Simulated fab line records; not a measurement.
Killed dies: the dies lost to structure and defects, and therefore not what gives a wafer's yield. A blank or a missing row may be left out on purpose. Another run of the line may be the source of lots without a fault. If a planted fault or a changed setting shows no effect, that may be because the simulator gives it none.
Which tool did it?	flow nand-harc	69 wafers from 23 lots sampled at 6 of the route's 1302 steps

WHAT THE GAUGES SHOWED, per wafer
Not one reading of a measure or inspect step in the record can be checked against a usual standard deviation.

TOOL THAT RAN EACH LOT (tool first, then ch and the chambers of the sampled wafers, then the start)
lot	NHARC_A_STAIRCASE_TRIM_198	NHARC_A_STAIRCASE_TRIM_226	NHARC_A_STAIRCASE_ETCH_227	NHARC_A_STAIRCASE_HM_DEP_456	NHARC_A_STAIRCASE_ETCH_452	NHARC_A_STAIRCASE_DESCUM_312
L074	rie-diel-04 ch 0,1,3, day 16 05:26 or earlier	rie-diel-11 ch 0,1, day 16 05:26 or earlier	rie-diel-11 ch 0,1,3, day 16 05:26 or earlier	acl-dep-02 ch 0, day 16 05:26	rie-diel-04 ch 0,1,2, day 16 18:52 or earlier	rie-diel-11 ch 0,1,2, day 16 18:52
L075	rie-diel-04 ch 0,2,3, day 16 19:34 or earlier	rie-diel-12 ch 0,1, day 16 19:34 or earlier	rie-diel-12 ch 0,1, day 16 19:34 or earlier	acl-dep-03 ch 0, day 16 19:34	rie-diel-04 ch 1,2,3, day 17 10:02 or earlier	rie-diel-11 ch 0,1,2, day 17 10:02
L076	rie-diel-04 ch 1,3, day 16 21:04 or earlier	rie-diel-11 ch 1,3, day 16 21:04 or earlier	rie-diel-11 ch 0,1,2, day 16 21:04 or earlier	acl-dep-02 ch 0, day 16 21:04	rie-diel-04 ch 0,3, day 17 15:12 or earlier	rie-diel-11 ch 1,2,3, day 17 15:12
L077	rie-diel-11 ch 0,3, day 17 08:34 or earlier	rie-diel-04 ch 0,1,2, day 17 08:34 or earlier	rie-diel-04 ch 0,1,2, day 17 08:34 or earlier	acl-dep-02 ch 0, day 17 08:34	rie-diel-12 ch 0,1, day 18 00:17 or earlier	rie-diel-12 ch 0,2,3, day 18 00:17
L078	rie-diel-04 ch 0,2, day 17 23:53 or earlier	rie-diel-04 ch 0,2, day 17 23:53 or earlier	rie-diel-04 ch 1,3, day 17 23:53 or earlier	acl-dep-01 ch 0, day 17 23:53	rie-diel-12 ch 1,2,3, day 18 14:10 or earlier	rie-diel-11 ch 0,2, day 18 14:10
L079	rie-diel-11 ch 0,2,3, day 18 03:25 or earlier	rie-diel-04 ch 0,3, day 18 03:25 or earlier	rie-diel-04 ch 0,3, day 18 03:25 or earlier	acl-dep-02 ch 0, day 18 03:25	rie-diel-11 ch 0,2,3, day 18 17:10 or earlier	rie-diel-04 ch 0,2,3, day 18 17:10
L080	rie-diel-04 ch 1,2,3, day 18 16:38 or earlier	rie-diel-04 ch 1,2,3, day 18 16:38 or earlier	rie-diel-04 ch 1,2,3, day 18 16:38 or earlier	acl-dep-03 ch 0, day 18 16:38	rie-diel-04 ch 0,1,2, day 19 16:49 or earlier	rie-diel-11 ch 1,2,3, day 19 16:49
L081	rie-diel-04 ch 1,2,3, day 19 05:46 or earlier	rie-diel-04 ch 1,2,3, day 19 05:46 or earlier	rie-diel-04 ch 0,1,3, day 19 05:46 or earlier	acl-dep-03 ch 0, day 19 05:46	rie-diel-04 ch 0,3, day 20 01:43 or earlier	rie-diel-12 ch 1,2, day 20 01:43
L082	rie-diel-11 ch 0,2,3, day 19 08:39 or earlier	rie-diel-04 ch 0,1,3, day 19 08:39 or earlier	rie-diel-04 ch 1,2,3, day 19 08:39 or earlier	acl-dep-01 ch 0, day 19 08:39	rie-diel-04 ch 0,2,3, day 20 06:13 or earlier	rie-diel-11 ch 0,2,3, day 20 06:13
L083	rie-diel-12 ch 0,1,2, day 19 20:28 or earlier	rie-diel-04 ch 0,2,3, day 19 20:28 or earlier	rie-diel-04 ch 0,1,3, day 19 20:28 or earlier	acl-dep-03 ch 0, day 19 20:28	rie-diel-11 ch 0,1,2, day 20 11:50 or earlier	rie-diel-04 ch 0,2, day 20 11:50
L084	rie-diel-04 ch 0,3, day 20 11:28 or earlier	rie-diel-12 ch 1,2,3, day 20 11:28 or earlier	rie-diel-12 ch 0,1,3, day 20 11:28 or earlier	acl-dep-01 ch 0, day 20 11:28	rie-diel-12 ch 0,1,2, day 21 03:37 or earlier	rie-diel-12 ch 0,2,3, day 21 03:37
L085	rie-diel-12 ch 0,1,2, day 20 15:29 or earlier	rie-diel-04 ch 0,2,3, day 20 15:29 or earlier	rie-diel-04 ch 2,3, day 20 15:29 or earlier	acl-dep-01 ch 0, day 20 15:29	rie-diel-12 ch 0,1,2, day 21 06:25 or earlier	rie-diel-12 ch 0,2,3, day 21 06:25
L086	rie-diel-04 ch 0,2, day 20 13:40 or earlier	rie-diel-12 ch 0,1,3, day 20 13:40 or earlier	rie-diel-12 ch 0,3, day 20 13:40 or earlier	acl-dep-01 ch 0, day 20 13:40	rie-diel-04 ch 0,3, day 21 05:29 or earlier	rie-diel-04 ch 0,2, day 21 05:29
L087	rie-diel-12 ch 0,1,2, day 21 23:44 or earlier	rie-diel-12 ch 0,1,3, day 21 23:44 or earlier	rie-diel-12 ch 0,2,3, day 21 23:44 or earlier	acl-dep-03 ch 0, day 21 23:44	rie-diel-04 ch 0,1,3, day 22 15:06 or earlier	rie-diel-12 ch 0,2,3, day 22 15:06
L089	rie-diel-04 ch 2,3, day 21 20:50	rie-diel-04 ch 2,3, day 22 06:17 or earlier	rie-diel-04 ch 2,3, day 22 06:17 or earlier	acl-dep-01 ch 0, day 22 06:17	rie-diel-11 ch 2,3, day 22 20:55 or earlier	rie-diel-11 ch 0,1,3, day 22 20:55
L088	rie-diel-04 ch 1,2,3, day 23 00:00 or earlier	rie-diel-12 ch 1,2,3, day 23 00:00 or earlier	rie-diel-12 ch 0,1,3, day 23 00:00 or earlier	acl-dep-01 ch 0, day 23 00:00	rie-diel-11 ch 1,2,3, day 23 16:15 or earlier	rie-diel-04 ch 0,1,3, day 23 16:15
L091	rie-diel-04 ch 0,1,2, day 23 16:20 or earlier	rie-diel-04 ch 1,2,3, day 23 16:20 or earlier	rie-diel-04 ch 0,1, day 23 16:20 or earlier	acl-dep-02 ch 0, day 23 16:20	rie-diel-11 ch 1,2, day 24 06:02 or earlier	rie-diel-12 ch 0,2, day 24 06:02
L090	rie-diel-11 ch 1,2,3, day 23 06:14 or earlier	rie-diel-11 ch 0,2,3, day 23 06:14 or earlier	rie-diel-11 ch 2,3, day 23 06:14 or earlier	acl-dep-03 ch 0, day 23 06:14	rie-diel-11 ch 0,2,3, day 23 21:10 or earlier	rie-diel-04 ch 0,1,2, day 23 21:10
L092	rie-diel-12 ch 1,2,3, day 23 23:07 or earlier	rie-diel-11 ch 0,1,2, day 23 23:07 or earlier	rie-diel-11 ch 1,2,3, day 23 23:07 or earlier	acl-dep-02 ch 0, day 23 23:07	rie-diel-12 ch 0,1, day 24 19:14 or earlier	rie-diel-12 ch 0,1, day 24 19:14
L094	rie-diel-04 ch 2,3, day 24 08:42 or earlier	rie-diel-12 ch 0,2,3, day 24 08:42 or earlier	rie-diel-12 ch 1,2,3, day 24 08:42 or earlier	acl-dep-03 ch 0, day 24 08:42	rie-diel-12 ch 0,1,3, day 25 03:00 or earlier	rie-diel-04 ch 0,1,3, day 25 03:00
L095	rie-diel-04 ch 0,1,2, day 24 17:53 or earlier	rie-diel-04 ch 1,3, day 24 17:53 or earlier	rie-diel-04 ch 1,3, day 24 17:53 or earlier	acl-dep-03 ch 0, day 24 17:53	rie-diel-04 ch 1,2, day 25 11:32 or earlier	rie-diel-04 ch 1,2,3, day 25 11:32
L097	rie-diel-12 ch 0,2, day 25 20:52 or earlier	rie-diel-04 ch 0,3, day 25 20:52 or earlier	rie-diel-04 ch 1,3, day 25 20:52 or earlier	acl-dep-03 ch 0, day 25 20:52	rie-diel-12 ch 1,2,3, day 26 10:07 or earlier	rie-diel-12 ch 2,3, day 26 10:07
L096	rie-diel-04 ch 1,2, day 27 01:05 or earlier	rie-diel-04 ch 2,3, day 27 01:05 or earlier	rie-diel-04 ch 1,2, day 27 01:05 or earlier	acl-dep-02 ch 0, day 27 01:05	rie-diel-11 ch 0,1,2, day 27 19:58 or earlier	rie-diel-04 ch 1,3, day 27 19:58
- NHARC_A_STAIRCASE_TRIM_198: chemistry O2, time 211.2 s.
- NHARC_A_STAIRCASE_TRIM_226: chemistry O2, time 211.2 s.
- NHARC_A_STAIRCASE_ETCH_227: etches the open film in C4F8/O2, target depth 100 nm, time 40.5 s.
- NHARC_A_STAIRCASE_HM_DEP_456: deposits aC, target thk 3100 nm.
- NHARC_A_STAIRCASE_ETCH_452: etches the open film in CF4/O2, target depth 30 nm, overetch 3 nm, time 16.5 s.
- NHARC_A_STAIRCASE_DESCUM_312: chemistry O2, time 3 s.

AS READ BY THE TOOLS THEMSELVES (means over the sampled wafers that have a number; for cases with no such wafer, the mark the record gives instead)
NHARC_A_STAIRCASE_TRIM_198.
lot	tool	drypump-motor-current-A (A)	oes-product-au (a.u.)	rf-vpp-V (V)	showerhead-plenum-p-Torr (Torr)	throttle-valve-pct (%)
L074	rie-diel-04	6.0	1.008	57.8	3.48	17.047
L075	rie-diel-04	5.8	1.005	58.5	3.59	17.043
L076	rie-diel-04	6.4	0.999	57.2	3.44	17.033
L077	rie-diel-11	5.9	0.995	57.7	3.59	17.046
L078	rie-diel-04	5.9	0.989	57.7	3.55	17.030
L079	rie-diel-11	5.8	0.993	57.4	3.59	17.035
L080	rie-diel-04	6.3	1.002	57.7	3.54	17.032
L081	rie-diel-04	6.3	0.989	57.8	3.54	17.034
L082	rie-diel-11	5.8	1.007	58.2	3.58	17.034
L083	rie-diel-12	5.3	1.003	57.0	3.55	17.035
L084	rie-diel-04	5.8	1.005	57.6	3.61	17.033
L085	rie-diel-12	5.3	0.998	57.6	3.55	17.040
L086	rie-diel-04	5.6	1.006	57.6	3.46	17.042
L087	rie-diel-12	5.3	0.996	58.0	3.55	17.040
L089	rie-diel-04	6.1	0.989	58.4	3.64	17.044
L088	rie-diel-04	6.3	0.997	58.9	3.53	17.031
L091	rie-diel-04	6.0	0.993	58.1	3.42	17.042
L090	rie-diel-11	5.8	1.001	58.9	3.57	17.042
L092	rie-diel-12	5.7	0.991	59.1	3.53	17.035
L094	rie-diel-04	6.1	0.999	58.2	3.63	17.039
L095	rie-diel-04	6.0	0.988	57.9	3.59	17.038
L097	rie-diel-12	5.3	0.998	58.2	3.54	17.035
L096	rie-diel-04	6.3	0.991	57.3	3.66	17.042

NHARC_A_STAIRCASE_TRIM_226.
lot	tool	drypump-motor-current-A (A)	oes-product-au (a.u.)	rf-vpp-V (V)	showerhead-plenum-p-Torr (Torr)	throttle-valve-pct (%)
L074	rie-diel-11	6.2	1.000	58.0	3.67	17.039
L075	rie-diel-12	5.2	0.989	58.0	3.50	17.038
L076	rie-diel-11	5.8	1.000	58.0	3.62	17.033
L077	rie-diel-04	6.0	0.998	58.0	3.44	17.030
L078	rie-diel-04	5.9	0.998	58.0	3.55	17.043
L079	rie-diel-04	5.5	1.008	58.3	3.51	17.035
L080	rie-diel-04	6.3	0.996	58.6	3.54	17.042
L081	rie-diel-04	6.3	0.993	58.0	3.54	17.035
L082	rie-diel-04	6.0	0.998	57.8	3.47	17.040
L083	rie-diel-04	5.9	1.004	57.5	3.58	17.031
L084	rie-diel-12	5.7	0.992	57.9	3.54	17.036
L085	rie-diel-04	5.8	0.988	57.6	3.57	17.036
L086	rie-diel-12	5.5	0.995	57.8	3.48	17.042
L087	rie-diel-12	5.5	0.997	57.6	3.48	17.045
L089	rie-diel-04	6.1	1.004	58.4	3.68	17.038
L088	rie-diel-12	5.7	0.990	57.4	3.54	17.034
L091	rie-diel-04	6.3	0.995	57.9	3.53	17.034
L090	rie-diel-11	5.8	1.000	57.3	3.56	17.031
L092	rie-diel-11	6.2	1.005	58.1	3.61	17.034
L094	rie-diel-12	5.5	0.995	58.1	3.48	17.030
L095	rie-diel-04	6.4	0.999	58.5	3.77	17.043
L097	rie-diel-04	5.5	0.999	59.1	3.48	17.029
L096	rie-diel-04	6.1	1.003	57.9	3.62	17.039

NHARC_A_STAIRCASE_ETCH_227.
lot	tool	oes-product-au (a.u.)	rf-vpp-V (V)
L074	rie-diel-11	0.951	898
L075	rie-diel-12	0.935	896
L076	rie-diel-11	0.945	900
L077	rie-diel-04	0.955	892
L078	rie-diel-04	0.940	898
L079	rie-diel-04	0.949	900
L080	rie-diel-04	0.944	896
L081	rie-diel-04	0.949	894
L082	rie-diel-04	0.946	896
L083	rie-diel-04	0.949	894
L084	rie-diel-12	0.936	894
L085	rie-diel-04	0.940	901
L086	rie-diel-12	0.936	892
L087	rie-diel-12	0.941	894
L089	rie-diel-04	0.929	902
L088	rie-diel-12	0.938	894
L091	rie-diel-04	0.940	888
L090	rie-diel-11	0.949	897
L092	rie-diel-11	0.956	897
L094	rie-diel-12	0.936	896
L095	rie-diel-04	0.939	904
L097	rie-diel-04	0.946	903
L096	rie-diel-04	0.932	900

NHARC_A_STAIRCASE_HM_DEP_456.
lot	tool	throttle-valve-pct (%)
L074	acl-dep-02	35.010
L075	acl-dep-03	35.002
L076	acl-dep-02	34.995
L077	acl-dep-02	34.995
L078	acl-dep-01	35.006
L079	acl-dep-02	34.998
L080	acl-dep-03	34.998
L081	acl-dep-03	34.993
L082	acl-dep-01	35.002
L083	acl-dep-03	35.000
L084	acl-dep-01	34.994
L085	acl-dep-01	34.992
L086	acl-dep-01	35.007
L087	acl-dep-03	34.998
L089	acl-dep-01	35.004
L088	acl-dep-01	35.004
L091	acl-dep-02	35.005
L090	acl-dep-03	34.993
L092	acl-dep-02	34.990
L094	acl-dep-03	34.997
L095	acl-dep-03	34.992
L097	acl-dep-03	35.006
L096	acl-dep-02	35.002

NHARC_A_STAIRCASE_ETCH_452.
lot	tool	drypump-motor-current-A (A)	oes-product-au (a.u.)	rf-vpp-V (V)	showerhead-plenum-p-Torr (Torr)	throttle-valve-pct (%)
L074	rie-diel-04	6.0	0.996	196.3	1.30	13.398
L075	rie-diel-04	6.2	0.991	198.1	1.34	13.398
L076	rie-diel-04	5.8	0.993	198.2	1.37	13.394
L077	rie-diel-12	5.2	1.000	197.5	1.32	13.392
L078	rie-diel-12	5.7	0.999	197.8	1.34	13.404
L079	rie-diel-11	5.8	0.995	197.9	1.36	13.389
L080	rie-diel-04	6.0	1.003	197.4	1.30	13.393
L081	rie-diel-04	5.7	1.001	198.3	1.37	13.388
L082	rie-diel-04	5.8	0.995	198.2	1.35	13.400
L083	rie-diel-11	6.2	1.007	199.4	1.38	13.398
L084	rie-diel-12	5.3	0.991	197.3	1.34	13.400
L085	rie-diel-12	5.3	1.001	197.2	1.34	13.399
L086	rie-diel-04	5.8	1.002	198.6	1.37	13.390
L087	rie-diel-04	6.0	1.000	197.7	1.31	13.392
L089	rie-diel-11	5.7	1.017	198.4	1.34	13.397
L088	rie-diel-11	5.8	0.999	198.2	1.35	13.399
L091	rie-diel-11	6.2	1.001	199.0	1.37	13.405
L090	rie-diel-11	5.8	0.996	198.5	1.35	13.394
L092	rie-diel-12	5.2	0.999	197.9	1.31	13.396
L094	rie-diel-12	5.5	0.995	198.5	1.31	13.394
L095	rie-diel-04	6.4	0.996	198.7	1.39	13.398
L097	rie-diel-12	5.7	1.001	197.4	1.33	13.401
L096	rie-diel-11	6.2	1.002	199.1	1.36	13.391

NHARC_A_STAIRCASE_DESCUM_312.
lot	tool	drypump-motor-current-A (A)	oes-product-au (a.u.)	rf-vpp-V (V)	showerhead-plenum-p-Torr (Torr)	throttle-valve-pct (%)
L074	rie-diel-11	6.2	1.000	58.8	1.98	11.309
L075	rie-diel-11	6.2	1.000	57.6	1.98	11.303
L076	rie-diel-11	5.8	0.999	57.6	1.96	11.318
L077	rie-diel-12	5.5	0.997	58.0	1.90	11.319
L078	rie-diel-11	6.2	1.008	58.2	1.97	11.314
L079	rie-diel-04	5.8	1.005	58.6	1.95	11.321
L080	rie-diel-11	5.8	1.000	57.5	1.95	11.309
L081	rie-diel-12	5.5	0.989	58.3	1.96	11.303
L082	rie-diel-11	5.8	1.016	57.1	1.94	11.312
L083	rie-diel-04	5.9	0.989	57.9	1.92	11.317
L084	rie-diel-12	5.5	0.991	57.9	1.89	11.311
L085	rie-diel-12	5.5	1.002	57.5	1.89	11.308
L086	rie-diel-04	5.6	0.994	56.7	1.87	11.308
L087	rie-diel-12	5.5	0.989	56.9	1.89	11.319
L089	rie-diel-11	5.8	0.993	58.1	1.94	11.318
L088	rie-diel-04	5.9	1.000	58.2	1.98	11.306
L091	rie-diel-12	5.3	0.988	56.9	1.92	11.303
L090	rie-diel-04	6.0	0.998	57.6	1.95	11.307
L092	rie-diel-12	5.2	1.005	57.2	1.88	11.308
L094	rie-diel-04	6.0	1.001	58.0	1.97	11.306
L095	rie-diel-04	6.3	1.001	58.4	2.01	11.313
L097	rie-diel-12	5.9	0.991	57.8	1.88	11.306
L096	rie-diel-04	6.2	0.995	58.3	2.03	11.312

THE ANSWER, worked out from the rows above alone
Rule: the usual values come from the lots themselves. Put in order of their means at a reading, lots are off if they are a third of the lots or fewer, leave a main group of 4 or more, and stand apart from it by a gap of 3 or more times the standard deviation of the main group's means; of several such gaps the widest counts. The tables above print the reading to a certain number of digits; a main group whose means all agree to those digits is not used. Also off: a lot with no number at a reading for which 4 or more lots have one. All remaining lots with rows at the step are treated as sound. Order of review: gauges by route order, followed by the tools' own readings, for which a lot's mean as printed above is used. At the first step where some lot is off, the reading lying furthest off is the one used; lots without a number count as furthest.
Nothing can be told from this: no lot is off at any reading shown.

WHAT THE SIMULATOR PUT IN
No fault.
